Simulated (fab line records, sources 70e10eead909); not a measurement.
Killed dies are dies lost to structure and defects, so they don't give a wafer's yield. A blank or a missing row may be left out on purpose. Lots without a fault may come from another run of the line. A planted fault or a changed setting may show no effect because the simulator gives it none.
A struck lot beside a sound one | flow nand_harc | 13 steps out of a route of 1302
Sound: wafers L937.2, L937.3, L937.6. Struck: wafer L946.3. (L946.1, L946.2 of the same lot were not struck and are left out.) The cause comes at the end.
At each step with rows: each side's tool, then ch and its chambers, then its first start. Under that, the readings that differ: sound wafers | struck wafers | difference of the means | sigmas: that difference in standard deviations of wafers without a fault.
alike: readings whose means differ by less than 2 such deviations, and words and numbers that are the same on both sides. not compared: withheld readings, readings that some wafer has no value for, bounds like >300 that may hide the same value, and numbers for which the record gives no deviation and whose values overlap.
The two part at a step that has a row with sigmas, a row that says differs or no value, or rows on one side only. Numbers that don't overlap but have no deviation are shown without sigmas and don't part them. A reading that every wafer of one side lacks parts them only if that side has two wafers or more.

first, 2 steps without rows for these wafers: NHARC_A_SOURCE_PLATE_CVD_03 (deposits poly-Si, target thk 200 nm, time 4000 s); NHARC_A_SOURCE_PLATE_ANNEAL_05 (time 1800 s).
NHARC_A_SOURCE_PLATE_THK_MEAS_06: measures by ellipsometry.
  sound on film_metro-01, day 10 22:50; struck on film_metro-01, day 15 04:08
  alike: thk_nm
NHARC_A_SOURCE_PLATE_INSPECT_08:
  sound on defect_inspect-01, day 10 22:56; struck on defect_inspect-02, day 15 04:14
  alike: raw_defect_count
then, 1 step without rows for these wafers: NHARC_A_ONON_D1_DEP_00 (target thk 1000 nm).
NHARC_A_ONON_D1_THK_MEAS_02: measures by ellipsometry.
  sound on film_metro-01, day 10 23:32; struck on film_metro-02, day 15 04:48
  alike: thk_nm
then, 1 step without rows for these wafers: NHARC_A_ONON_D1_DEP_03 (target thk 1000 nm).
NHARC_A_ONON_D1_THK_MEAS_05: measures by ellipsometry.
  sound on film_metro-01, day 11 00:07; struck on film_metro-01, day 15 05:23
  alike: thk_nm
then, 1 step without rows for these wafers: NHARC_A_ONON_D1_DEP_06 (target thk 1000 nm).
NHARC_A_ONON_D1_THK_MEAS_08: measures by ellipsometry.
  sound on film_metro-02, day 11 00:41; struck on film_metro-02, day 15 05:56
  alike: thk_nm
NHARC_A_ONON_D1_DEP_09: target thk 1000 nm.
  sound on pecvd_onon-04 ch 0, day 11 00:47; struck on pecvd_onon-02 ch 0, day 15 05:59
NHARC_A_ONON_D1_THK_MEAS_11: measures by ellipsometry.
  sound on film_metro-02, day 11 01:14; struck on film_metro-02, day 15 06:31
  reading     | sound       | struck | difference | sigmas
  thk_nm (nm) | 990 993 989 | 921    | -70        | -7
then, 1 step without rows for these wafers: NHARC_A_ONON_D1_DEP_12 (target thk 1000 nm).

WHERE THEY PART
Only at NHARC_A_ONON_D1_THK_MEAS_11, within this record.

WHY: what the simulator had put in
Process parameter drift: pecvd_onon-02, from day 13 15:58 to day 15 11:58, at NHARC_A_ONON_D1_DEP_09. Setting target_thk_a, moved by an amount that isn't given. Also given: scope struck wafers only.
